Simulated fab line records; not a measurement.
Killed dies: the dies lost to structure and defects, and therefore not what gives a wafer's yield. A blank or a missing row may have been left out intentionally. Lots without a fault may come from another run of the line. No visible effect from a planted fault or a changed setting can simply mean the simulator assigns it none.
Split-lot experiment || flow n5-finfet || 21 wafers read across 7 lots, on a route 1938 steps long

ABOUT THE SPLIT
At N5_MOL_CONTACT_COAG_VIA_ETCH_117 (etches SiO2 in C4F6/O2, target depth 40 nm, overetch 8 nm, time 26 s), the setting bias-w was moved away from the recipe's 455 W on 9 of the 21 wafers read, by -15.4% to +18.0%. This setting was run at the recipe's value on the other wafers.

Reading taken at the split's own step.

THE READING
rf-vpp-V, in V, at N5_MOL_CONTACT_COAG_VIA_ETCH_117 (etches SiO2 in C4F6/O2, target depth 40 nm, overetch 8 nm, time 26 s). Typical for fault-free wafers on this fab line: 1578 V, with standard deviation 49 V.

{"wafer": "L075.1", "tool, chamber at the split": "rie-diel-01, 3", "bias-w as run, W": 384.8, "against the recipe": "-15.4%", "rf-vpp-V, V": 1434, "against lot-mates on the recipe": -172}
{"wafer": "L075.3", "tool, chamber at the split": "rie-diel-01, 1", "bias-w as run, W": 455, "against the recipe": "recipe", "rf-vpp-V, V": 1606, "against lot-mates on the recipe": "-"}
{"wafer": "L075.6", "tool, chamber at the split": "rie-diel-01, 1", "bias-w as run, W": 384.8, "against the recipe": "-15.4%", "rf-vpp-V, V": 1417, "against lot-mates on the recipe": -189}
{"wafer": "L077.3", "tool, chamber at the split": "rie-diel-05, 3", "bias-w as run, W": 536.8, "against the recipe": "+18.0%", "rf-vpp-V, V": 1783, "against lot-mates on the recipe": "+193"}
{"wafer": "L077.4", "tool, chamber at the split": "rie-diel-05, 0", "bias-w as run, W": 455, "against the recipe": "recipe", "rf-vpp-V, V": 1590, "against lot-mates on the recipe": "-"}
{"wafer": "L077.6", "tool, chamber at the split": "rie-diel-05, 1", "bias-w as run, W": 536.8, "against the recipe": "+18.0%", "rf-vpp-V, V": 1843, "against lot-mates on the recipe": "+253"}
{"wafer": "L082.4", "tool, chamber at the split": "rie-diel-05, 2", "bias-w as run, W": 455, "against the recipe": "recipe", "rf-vpp-V, V": 1551, "against lot-mates on the recipe": "-"}
{"wafer": "L082.5", "tool, chamber at the split": "rie-diel-05, 2", "bias-w as run, W": 455, "against the recipe": "recipe", "rf-vpp-V, V": 1551, "against lot-mates on the recipe": "-"}
{"wafer": "L082.6", "tool, chamber at the split": "rie-diel-05, 3", "bias-w as run, W": 455, "against the recipe": "recipe", "rf-vpp-V, V": 1578, "against lot-mates on the recipe": "-"}
{"wafer": "L089.2", "tool, chamber at the split": "rie-diel-01, 2", "bias-w as run, W": 455, "against the recipe": "recipe", "rf-vpp-V, V": 1501, "against lot-mates on the recipe": "-"}
{"wafer": "L089.4", "tool, chamber at the split": "rie-diel-01, 1", "bias-w as run, W": 455, "against the recipe": "recipe", "rf-vpp-V, V": 1605, "against lot-mates on the recipe": "-"}
{"wafer": "L089.6", "tool, chamber at the split": "rie-diel-01, 2", "bias-w as run, W": 455, "against the recipe": "recipe", "rf-vpp-V, V": 1500, "against lot-mates on the recipe": "-"}
{"wafer": "L092.2", "tool, chamber at the split": "rie-diel-01, 3", "bias-w as run, W": 391.3, "against the recipe": "-14.0%", "rf-vpp-V, V": 1451, "against lot-mates on the recipe": -49}
{"wafer": "L092.3", "tool, chamber at the split": "rie-diel-01, 2", "bias-w as run, W": 455, "against the recipe": "recipe", "rf-vpp-V, V": 1500, "against lot-mates on the recipe": "-"}
{"wafer": "L092.4", "tool, chamber at the split": "rie-diel-01, 1", "bias-w as run, W": 391.3, "against the recipe": "-14.0%", "rf-vpp-V, V": 1433, "against lot-mates on the recipe": -67}
{"wafer": "L096.2", "tool, chamber at the split": "rie-diel-05, 3", "bias-w as run, W": 407.9, "against the recipe": "-10.4%", "rf-vpp-V, V": 1452, "against lot-mates on the recipe": -118}
{"wafer": "L096.5", "tool, chamber at the split": "rie-diel-05, 0", "bias-w as run, W": 455, "against the recipe": "recipe", "rf-vpp-V, V": 1589, "against lot-mates on the recipe": "-"}
{"wafer": "L096.6", "tool, chamber at the split": "rie-diel-05, 2", "bias-w as run, W": 455, "against the recipe": "recipe", "rf-vpp-V, V": 1552, "against lot-mates on the recipe": "-"}
{"wafer": "L097.2", "tool, chamber at the split": "rie-diel-04, 0", "bias-w as run, W": 418.1, "against the recipe": "-8.1%", "rf-vpp-V, V": 1438, "against lot-mates on the recipe": -54}
{"wafer": "L097.3", "tool, chamber at the split": "rie-diel-04, 1", "bias-w as run, W": 418.1, "against the recipe": "-8.1%", "rf-vpp-V, V": 1402, "against lot-mates on the recipe": -90}
{"wafer": "L097.6", "tool, chamber at the split": "rie-diel-04, 1", "bias-w as run, W": 455, "against the recipe": "recipe", "rf-vpp-V, V": 1492, "against lot-mates on the recipe": "-"}

THE FIT
A straight line over all 21 wafers: rf-vpp-V changes by +11.5 V for each +1% of bias-w; r = +0.92; the points scatter about the line by 46 V.
The same after taking each lot's own level away (the mean of its wafers on the recipe; 21 wafers): +10.3 V for each +1%; r = +0.93; scatter 38 V.
According to that fit, moving bias-w by its largest amount changes the reading by 1.9e+02 V.
Measured against the standard deviation above, the lots' own levels, which go from 1492.0 to 1606.0 V, span 2.3 times it.
Hence the slope depends on the lot-to-lot level, as the two fits are not the same.
Check: for one of the wafers moved furthest among these (+18.0%), held out of the fit, the line's prediction against its lot-mates is +198 V. It came out at +193 V against them.
Tool readings at the split's step, against how far the setting was moved: rf-vpp-V r = +0.92.

FURTHER SPLITS ON THESE WAFERS
These wafers also went through other splits before the reading. Each is held against what the fit with the lots' levels taken away leaves over:
{"other split on the same wafers": "N5_SDB_CUT_ETCH_26 icp-w", "wafers away from the commonest value": 7, "r with rf-vpp-V (lot level and that fit taken away)": -0.08}
{"other split on the same wafers": "N5_GATE_CUT_ETCH_56 icp-w", "wafers away from the commonest value": 6, "r with rf-vpp-V (lot level and that fit taken away)": "+0.46"}
{"other split on the same wafers": "N5_GATE_CUT_ETCH_58 time-s", "wafers away from the commonest value": 6, "r with rf-vpp-V (lot level and that fit taken away)": "+0.16"}
{"other split on the same wafers": "N5_MOL_CONTACT_COAG_COAT_02 spin-rpm", "wafers away from the commonest value": 4, "r with rf-vpp-V (lot level and that fit taken away)": -0.22}
{"other split on the same wafers": "N5_MOL_CONTACT_COAG_ETCH_105 bias-w", "wafers away from the commonest value": 5, "r with rf-vpp-V (lot level and that fit taken away)": "+0.09"}
{"other split on the same wafers": "N5_MOL_CONTACT_COAG_VIA_ETCH_46 bias-w", "wafers away from the commonest value": 6, "r with rf-vpp-V (lot level and that fit taken away)": -0.08}

THE FILE'S OWN FIT
rf-vpp-V changes by +10.1 V for each +1% of bias-w, r = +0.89.
